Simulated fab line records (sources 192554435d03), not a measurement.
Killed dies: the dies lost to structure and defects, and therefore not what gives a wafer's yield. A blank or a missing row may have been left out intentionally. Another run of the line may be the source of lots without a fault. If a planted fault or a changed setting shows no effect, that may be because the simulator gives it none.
Matching of chambers    flow n5 finfet    N5_BEOL_M15_TRENCH_ETCH_34 on rie diel-02 has 4 sister chambers
The step etches SiO2 in C4F8/O2/Ar, target depth 872.93 nm, time 199 s. 4 wafers are shown with their chamber, then 9 later ones without.

== WAFERS, EACH WITH ITS CHAMBER ==
wafer   chamber  drypump motor current A (A)
L083.3  3        6.3
L088.2  1        6.3
L088.4  2        5.9
L088.6  0        5.2

== WAFERS WHOSE CHAMBER IS MISSING ==
wafer   drypump motor current A (A)
L092.2  5.2
L092.3  6.3
L092.5  6.3
L093.2  6.3
L093.5  5.2
L093.6  6.3
L097.1  5.9
L097.3  5.2
L097.4  6.2

== WHICH CHAMBER EACH ONE RAN IN ==
wafer   from the rows above      in truth
L092.2  0                        0
L092.3  can't be placed: 1 or 3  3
L092.5  can't be placed: 1 or 3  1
L093.2  can't be placed: 1 or 3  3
L093.5  0                        0
L093.6  can't be placed: 1 or 3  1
L097.1  2                        2
L097.3  0                        0
L097.4  can't be placed: 1 or 3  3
Placed correctly: 4 of 9. These rows do not allow placing 5 (true chamber among the candidates in 5). Wrongly placed: 0.
How it was worked out, from the rows above alone: a wafer's distance from a chamber is the root of the sum, over the readings, of the square of ((its reading less the chamber's mean) divided by the reading's scatter). If the next closest chamber is less than 2 further off than the closest, the wafer can't be placed; otherwise it belongs to the closest. For every chamber, the mean is computed from those of its wafers that are shown. The scatter (one wafer shown for each chamber): square how far every hidden wafer sits from the nearest shown wafer, average those squares and take the square root.
